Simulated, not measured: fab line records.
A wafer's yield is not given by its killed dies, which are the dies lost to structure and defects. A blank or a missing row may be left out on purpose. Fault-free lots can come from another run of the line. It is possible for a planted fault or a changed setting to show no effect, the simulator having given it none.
Split-lot study + flow n5_finfet + route with 1938 steps; 7 lots, 21 wafers read

SPLIT DETAILS
At N5_BEOL_M3_EXPOSE_25 (exposes mask V2, defocus 5 nm), the setting dose_mj was moved away from the recipe's 63 on 9 of the 21 wafers read, by -6.7% to +2.7%. The other wafers ran this setting at the recipe's value.

FROM THE SPLIT TO THE READING: what the file shows between them, 2 steps
- N5_BEOL_M3_PEB_26: peb time 60 s
- N5_BEOL_M3_DEVELOP_27: develop time 30 s

THE READING
cd_nm, in nm, at N5_BEOL_M3_CD_MEAS_28 (target cd 25.7 nm, target cd y 23.3 nm). A value of 25.64 nm with a standard deviation of 0.23 nm is what fault-free wafers of this fab line usually give.

| wafer  | tool, chamber at the split | dose_mj as run | against the recipe | cd_nm, nm | against lot-mates on the recipe |
|--------|----------------------------|----------------|--------------------|-----------|---------------------------------|
| L075.1 | euv_scanner-02, 0          | 63             | recipe             | 25.42     | -                               |
| L075.3 | euv_scanner-02, 0          | 63             | recipe             | 25.80     | -                               |
| L075.6 | euv_scanner-02, 0          | 58.8           | -6.7%              | 24.18     | -1.43                           |
| L076.1 | euv_scanner-02, 0          | 63             | recipe             | 25.63     | -                               |
| L076.2 | euv_scanner-02, 0          | 63             | recipe             | 25.91     | -                               |
| L076.6 | euv_scanner-02, 0          | 63             | recipe             | 25.57     | -                               |
| L085.4 | euv_scanner-01, 0          | 64.7           | +2.7%              | 26.73     | +1.06                           |
| L085.5 | euv_scanner-01, 0          | 63             | recipe             | 25.67     | -                               |
| L085.6 | euv_scanner-01, 0          | 64.7           | +2.7%              | 26.30     | +0.63                           |
| L091.4 | euv_scanner-02, 0          | 63             | recipe             | 25.93     | -                               |
| L091.5 | euv_scanner-02, 0          | 58.97          | -6.4%              | 24.64     | -1.29                           |
| L091.6 | euv_scanner-02, 0          | 58.97          | -6.4%              | 24.60     | -1.33                           |
| L094.1 | euv_scanner-01, 0          | 60.36          | -4.2%              | 24.86     | -0.52                           |
| L094.2 | euv_scanner-01, 0          | 63             | recipe             | 25.38     | -                               |
| L094.3 | euv_scanner-01, 0          | 60.36          | -4.2%              | 24.55     | -0.83                           |
| L095.2 | euv_scanner-01, 0          | 63             | recipe             | 25.58     | -                               |
| L095.3 | euv_scanner-01, 0          | 59.58          | -5.4%              | 24.89     | -0.69                           |
| L095.6 | euv_scanner-01, 0          | 59.58          | -5.4%              | 24.58     | -1.00                           |
| L097.1 | euv_scanner-02, 0          | 63             | recipe             | 25.37     | -                               |
| L097.3 | euv_scanner-02, 0          | 63             | recipe             | 25.84     | -                               |
| L097.4 | euv_scanner-02, 0          | 63             | recipe             | 25.55     | -                               |

THE FIT
A straight line over all 21 wafers: cd_nm changes by +0.2 nm for each +1% of dose_mj; r = +0.94; the points scatter about the line by 0.23 nm.
The same after taking each lot's own level away (the mean of its wafers on the recipe; 21 wafers): +0.204 nm for each +1%; r = +0.96; scatter 0.2 nm.
That fit puts the effect of the largest move of dose_mj on the reading at 1.4 nm.
Measured against the standard deviation above, the lots' own levels, which go from 25.380 to 25.930 nm, span 2.4 times it.
The two slopes are in agreement: the lot-to-lot level therefore moves the slope only a little.
Check: for one of the wafers moved furthest among these (-6.7%), held out of the fit, the line's prediction against its lot-mates is -1.26 nm. It came out at -1.43 nm against them.

FURTHER SPLITS ON THESE WAFERS
These wafers also went through other splits before the reading. Each is held against what the fit with the lots' levels taken away leaves over:
| other split on the same wafers   | wafers away from the commonest value | r with cd_nm (lot level and that fit taken away) |
|----------------------------------|--------------------------------------|--------------------------------------------------|
| N5_BEOL_M0_SAQP_PECVD_97 time_s  | 4                                    | +0.00                                            |
| N5_BEOL_M0_SAQP_COAT_72 spin_rpm | 8                                    | +0.52                                            |
| N5_BEOL_M1_COAT_61 spin_rpm      | 7                                    | -0.02                                            |
| N5_BEOL_M1_COAT_73 temp_c        | 9                                    | -0.41                                            |
| N5_BEOL_M1_TRENCH_ETCH_37 time_s | 8                                    | -0.24                                            |
| N5_BEOL_M2_COAT_05 spin_rpm      | 8                                    | -0.18                                            |
| N5_BEOL_M3_COAT_67 spin_rpm      | 6                                    | +0.07                                            |

FILE'S OWN FIT
cd_nm changes by +0.197 nm for each +1% of dose_mj, r = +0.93.
